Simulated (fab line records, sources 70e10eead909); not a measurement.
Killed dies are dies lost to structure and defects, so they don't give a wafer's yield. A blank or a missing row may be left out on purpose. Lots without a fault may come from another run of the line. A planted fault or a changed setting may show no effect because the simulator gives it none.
Chamber matching | flow nand_harc | NHARC_A_CONTACT_CMP_20 on cmp-01: 4 sister chambers
The step polishes, t overpolish 30 s, target thk 300 nm. 8 wafers are shown with their chamber, then 11 later ones without.

WAFERS WITH THEIR CHAMBER
wafer  | chamber | motor_current_A (A) | time_to_endpoint_s (s)
L081.2 | 1       | 11.4                | 58
L084.2 | 2       | 11.3                | 61
L084.3 | 1       | 12.1                | 53
L084.5 | 2       | 11.9                | 61
L085.2 | 3       | 13.3                | 65
L085.5 | 0       | 11.3                | 65
L085.6 | 3       | 13.8                | 60
L091.1 | 0       | 11.1                | 58

WAFERS WITHOUT THEIR CHAMBER
wafer  | motor_current_A (A) | time_to_endpoint_s (s)
L091.2 | 12.0                | 60
L091.5 | 13.0                | 59
L093.1 | 12.2                | 57
L093.3 | 13.3                | 62
L093.6 | 13.6                | 64
L096.2 | 13.4                | 60
L096.4 | 11.2                | 63
L096.6 | 13.6                | 62
L097.1 | 13.2                | 60
L097.3 | 11.6                | 64
L097.5 | 11.6                | 63

WHICH CHAMBER EACH WENT THROUGH
wafer  | from the rows above          | in truth
L091.2 | can't be placed: 2 or 1 or 0 | 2
L091.5 | can't be placed: 3 or 1 or 2 | 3
L093.1 | can't be placed: 1 or 2 or 0 | 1
L093.3 | 3                            | 3
L093.6 | 3                            | 3
L096.2 | 3                            | 3
L096.4 | can't be placed: 0 or 2      | 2
L096.6 | 3                            | 3
L097.1 | 3                            | 3
L097.3 | can't be placed: 2 or 0 or 1 | 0
L097.5 | can't be placed: 2 or 0 or 1 | 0
Placed correctly: 5 of 11. Can't be placed from these rows: 6 (the true chamber is among the candidates in 6). Placed wrongly: 0.
How it was worked out, from the rows above alone: a wafer's distance from a chamber is the root of the sum, over the readings, of the square of ((its reading less the chamber's mean) divided by the reading's scatter). The wafer belongs to the nearest chamber; if the next one is less than 2 further off, it can't be placed. A chamber's mean is the mean of its shown wafers. The scatter: the root of (the sum of the squares of (reading less its chamber's mean) over the shown wafers, divided by (wafers less chambers)).
